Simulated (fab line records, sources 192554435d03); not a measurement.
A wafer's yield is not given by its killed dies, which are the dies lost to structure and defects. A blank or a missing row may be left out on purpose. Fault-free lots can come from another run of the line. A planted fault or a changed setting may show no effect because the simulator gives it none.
Which tool was responsible? -- flow n5 finfet -- 24 wafers sampled from 8 lots at 1 step of a route of 1938

## WHAT EACH GAUGE READ, for each wafer
N5_BEOL_M1_CD_MEAS_18: pitch 36 nm, target cd 18 nm.
lot,measured,on,cd nm (nm)
L258,day 6 19:55,cd sem-03,18.6 17.1 18.0
L262,day 7 22:40,cd sem-01,18.2 17.1 17.6
L266,day 8 20:53,cd sem-01,18.2 18.2 18.2
L271,day 10 02:13,cd sem-01,17.7 17.8 18.5
L272,day 10 05:55,cd sem-01,17.8 18.1 18.0
L273,day 11 10:44,cd sem-02,18.4 17.7 17.5
L275,day 11 12:41,cd sem-03,18.1 18.0 17.9
L277,day 11 16:35,cd sem-02,18.0 17.0 17.8

## WHICH TOOL RAN EACH LOT (tool, then ch and the chambers of the sampled wafers, then the start)
The record holds no process step before these readings.

## THE ANSWER, worked out from the rows above alone
Rule: the lots themselves supply what counts as usual. Put in order of their means at a reading, lots are off if they are a third of the lots or fewer, leave a main group of 4 or more, and stand apart from it by a gap of 3 or more times the standard deviation of the main group's means; of several such gaps the widest counts. The tables above print the reading to a certain number of digits; a main group whose means all agree to those digits is not used. A lot without any number at a reading at which 4 lots or more have one is off too. The other lots that the step has rows for count as sound.
Across all readings shown, no lot is off: no conclusion can be drawn from this.

## WHAT HAD BEEN PUT IN BY THE SIMULATOR
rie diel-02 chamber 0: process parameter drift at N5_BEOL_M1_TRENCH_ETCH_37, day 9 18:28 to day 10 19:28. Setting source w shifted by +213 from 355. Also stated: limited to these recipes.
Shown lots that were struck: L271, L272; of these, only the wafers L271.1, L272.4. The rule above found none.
